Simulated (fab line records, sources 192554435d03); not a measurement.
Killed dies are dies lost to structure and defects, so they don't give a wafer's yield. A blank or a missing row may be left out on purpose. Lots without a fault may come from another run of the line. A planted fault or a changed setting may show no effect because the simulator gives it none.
Split-lot experiment | flow n5_finfet | 7 lots, 21 wafers read, on a route of 1938 steps

THE SPLIT
At N5_BEOL_M0_SAQP_COAT_72 (time 60 s, resist thk 15 nm), the setting spin_rpm was moved away from the recipe's 1500 rpm on 11 of the 21 wafers read, by -8.2% to +4.7%. The other wafers ran this setting at the recipe's value.

FROM THE SPLIT TO THE READING: what the file shows between them, 5 steps
- N5_BEOL_M0_SAQP_COAT_87: time 60 s, resist thk 5 nm (also split here: temp_c)
- N5_BEOL_M0_SAQP_COAT_34: resist thk 30 nm
- N5_BEOL_M0_SAQP_EBR_36
- N5_BEOL_M0_SAQP_DESCUM_45: chemistry O2, time 7 s
- N5_BEOL_M0_SAQP_ETCH_88: etches underlayer in N2/H2, target depth 6.5 nm, time 5.2 s

THE READING
etch.depth_nm (the simulator's own value, which no gauge read), in nm, at N5_BEOL_M0_SAQP_ETCH_73 (etches SiARC in CF4, target depth 19.5 nm, time 32.5 s). The file gives no usual value for it. The 10 wafers here that ran the recipe average 14.95 nm, standard deviation 0.036 nm.

wafer  | tool, chamber at the split | spin_rpm as run, rpm | against the recipe | etch.depth_nm, nm | against lot-mates on the recipe
L074.3 | litho_track-04, 0          | 1500                 | recipe             | 14.95             | -
L074.4 | litho_track-04, 0          | 1414                 | -5.7%              | 15.45             | +0.50
L074.6 | litho_track-04, 0          | 1414                 | -5.7%              | 15.45             | +0.50
L083.2 | litho_track-03, 0          | 1571                 | +4.7%              | 14.59             | no lot-mate on the recipe
L083.3 | litho_track-03, 0          | 1571                 | +4.7%              | 14.63             | no lot-mate on the recipe
L083.6 | litho_track-03, 0          | 1571                 | +4.7%              | 14.57             | no lot-mate on the recipe
L084.1 | litho_track-03, 0          | 1500                 | recipe             | 14.98             | -
L084.2 | litho_track-03, 0          | 1500                 | recipe             | 14.96             | -
L084.5 | litho_track-03, 0          | 1500                 | recipe             | 14.93             | -
L085.1 | litho_track-04, 0          | 1500                 | recipe             | 14.92             | -
L085.2 | litho_track-04, 0          | 1378                 | -8.1%              | 15.61             | +0.70
L085.6 | litho_track-04, 0          | 1500                 | recipe             | 14.91             | -
L089.1 | litho_track-01, 0          | 1405                 | -6.3%              | 15.64             | +0.61
L089.2 | litho_track-01, 0          | 1405                 | -6.3%              | 15.59             | +0.56
L089.4 | litho_track-01, 0          | 1500                 | recipe             | 15.03             | -
L092.2 | litho_track-03, 0          | 1379                 | -8.1%              | 15.57             | +0.67
L092.4 | litho_track-03, 0          | 1379                 | -8.1%              | 15.61             | +0.71
L092.6 | litho_track-03, 0          | 1500                 | recipe             | 14.9              | -
L096.2 | litho_track-03, 0          | 1500                 | recipe             | 14.96             | -
L096.4 | litho_track-03, 0          | 1377                 | -8.2%              | 15.61             | +0.64
L096.5 | litho_track-03, 0          | 1500                 | recipe             | 14.97             | -

THE FIT
A straight line over all 21 wafers: etch.depth_nm changes by -0.083 nm for each +1% of spin_rpm; r = -0.99; the points scatter about the line by 0.055 nm.
The same after taking each lot's own level away (the mean of its wafers on the recipe; 18 wafers): -0.0857 nm for each +1%; r = -1.00; scatter 0.025 nm.
On that fit, the largest move of spin_rpm shifts the reading by 0.7 nm.
The lots' own levels span 14.900 to 15.030 nm, that is 3.6 times the standard deviation above.
So the lot-to-lot level changes the slope little: the two slopes agree.
Check: with one of the wafers moved furthest among these (-8.2%) left out of the fit, the line predicts +0.717 nm for it against its lot-mates. It came out at +0.645 nm against them.

OTHER SPLITS ON THESE WAFERS
These wafers also went through other splits before the reading. Each is held against what the fit with the lots' levels taken away leaves over:
other split on the same wafers          | wafers away from the commonest value | r with etch.depth_nm (lot level and that fit taken away)
N5_HKMG_FIN_ETCH_32 bias_w              | 8                                    | -0.26
N5_GATE_CUT_COAT_07 spin_rpm            | 5                                    | -0.08
N5_GATE_CUT_EXPOSE_10 dose_mj           | 5                                    | +0.21
N5_MOL_CONTACT_COAG_SPUTTER_130 power_w | 6                                    | -0.16
N5_MOL_CONTACT_COAG_VIA_ETCH_117 bias_w | 10                                   | +0.20
N5_BEOL_M0_SAQP_COAT_87 temp_c          | 7                                    | +0.03

THE WHOLE CHAIN: every reading that the file lists as answering this split, in the file's order
step                    | what it does                                           | reading                                                                               | change (the file's fit)                | r (the file's)
N5_BEOL_M0_SAQP_COAT_72 | time 60 s, resist thk 15 nm                            | SiARC_of_BEOL_M0_SAQP_COAT_72.thk_nm (the simulator's own value, which no gauge read) | -0.0764 nm for each +1% of the setting | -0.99
N5_BEOL_M0_SAQP_ETCH_73 | etches SiARC in CF4, target depth 19.5 nm, time 32.5 s | etch.depth_nm (the simulator's own value, which no gauge read)                        | -0.0848 nm for each +1% of the setting | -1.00

THE FILE'S OWN FIT
etch.depth_nm changes by -0.0848 nm for each +1% of spin_rpm, r = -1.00.
